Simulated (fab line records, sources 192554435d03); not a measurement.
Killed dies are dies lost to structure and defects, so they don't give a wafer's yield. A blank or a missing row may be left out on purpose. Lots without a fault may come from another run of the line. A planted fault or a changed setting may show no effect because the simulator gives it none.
Chamber matching | flow n5_finfet | N5_BEOL_M7_CMP_52 on cmp-01: 4 sister chambers
The step polishes, stops on SiCOH lowk, t overpolish 6.9 s, target thk 80 nm. 20 wafers are shown with their chamber, then 10 later ones without.

WAFERS WITH THEIR CHAMBER
wafer  | chamber | motor_current_A (A) | barrier_field_endpoint_s (s) | time_to_endpoint_s (s)
L075.2 | 2       | 5.1                 | 29.0                         | 61
L075.3 | 1       | 5.9                 | 28.6                         | 61
L075.5 | 3       | 5.2                 | 30.3                         | 67
L082.4 | 3       | 5.1                 | 31.3                         | 71
L082.5 | 0       | 5.2                 | 28.6                         | 62
L082.6 | 3       | 5.5                 | 29.5                         | 66
L080.1 | 0       | 5.2                 | 28.6                         | 68
L080.2 | 1       | 6.1                 | 28.5                         | 63
L080.6 | 3       | 5.1                 | 29.1                         | 67
L083.2 | 2       | 5.4                 | 28.7                         | 62
L083.3 | 0       | 5.4                 | 29.0                         | 67
L083.5 | 2       | 5.5                 | 28.4                         | 64
L086.2 | 2       | 5.6                 | 27.9                         | 58
L086.3 | 3       | 5.0                 | 30.0                         | 65
L086.4 | 0       | 5.2                 | 29.0                         | 60
L089.2 | 1       | 6.2                 | 27.7                         | 60
L089.4 | 0       | 5.6                 | 28.6                         | 58
L089.5 | 1       | 6.0                 | 29.2                         | 65
L092.4 | 2       | 5.5                 | 28.0                         | 55
L092.5 | 1       | 5.9                 | 27.7                         | 61

SIGNATURES (means of the wafers above)
reading                  | chamber 0 | chamber 1 | chamber 2 | chamber 3 | scatter within a chamber
motor_current_A          | 5.320     | 6.020     | 5.420     | 5.180     | 0.175
barrier_field_endpoint_s | 28.760    | 28.340    | 28.400    | 30.040    | 0.588
time_to_endpoint_s       | 63.00     | 62.00     | 60.00     | 67.20     | 3.19
Rule: a wafer's distance from a chamber is the root of the sum, over the readings, of the square of ((its reading less the chamber's mean) divided by the reading's scatter). The wafer belongs to the nearest chamber; if the next one is less than 2 further off, it can't be placed. The scatter: the root of (the sum of the squares of (reading less its chamber's mean) over the shown wafers, divided by (wafers less chambers)).

WAFERS WITHOUT THEIR CHAMBER
wafer  | motor_current_A (A) | barrier_field_endpoint_s (s) | time_to_endpoint_s (s)
L092.6 | 5.2                 | 28.8                         | 61
L093.1 | 5.4                 | 26.9                         | 55
L093.2 | 5.2                 | 28.0                         | 62
L093.4 | 5.2                 | 29.1                         | 67
L095.1 | 6.1                 | 29.8                         | 67
L095.4 | 5.3                 | 29.3                         | 65
L095.5 | 5.1                 | 30.5                         | 70
L097.1 | 5.4                 | 28.1                         | 60
L097.5 | 6.0                 | 29.5                         | 62
L097.6 | 5.5                 | 29.3                         | 62

WHICH CHAMBER EACH WENT THROUGH
wafer  | from the rows above               | in truth
L092.6 | can't be placed: 0 or 2 or 3      | 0
L093.1 | can't be placed: 2 or 0 or 1      | 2
L093.2 | can't be placed: 0 or 2           | 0
L093.4 | can't be placed: 0 or 3 or 2      | 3
L095.1 | can't be placed: 1 or 0           | 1
L095.4 | can't be placed: 0 or 3 or 2      | 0
L095.5 | 3                                 | 3
L097.1 | can't be placed: 2 or 0           | 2
L097.5 | can't be placed: 1 or 2           | 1
L097.6 | can't be placed: 0 or 2 or 3 or 1 | 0
Placed correctly: 1 of 10. Can't be placed from these rows: 9 (the true chamber is among the candidates in 9). Placed wrongly: 0.
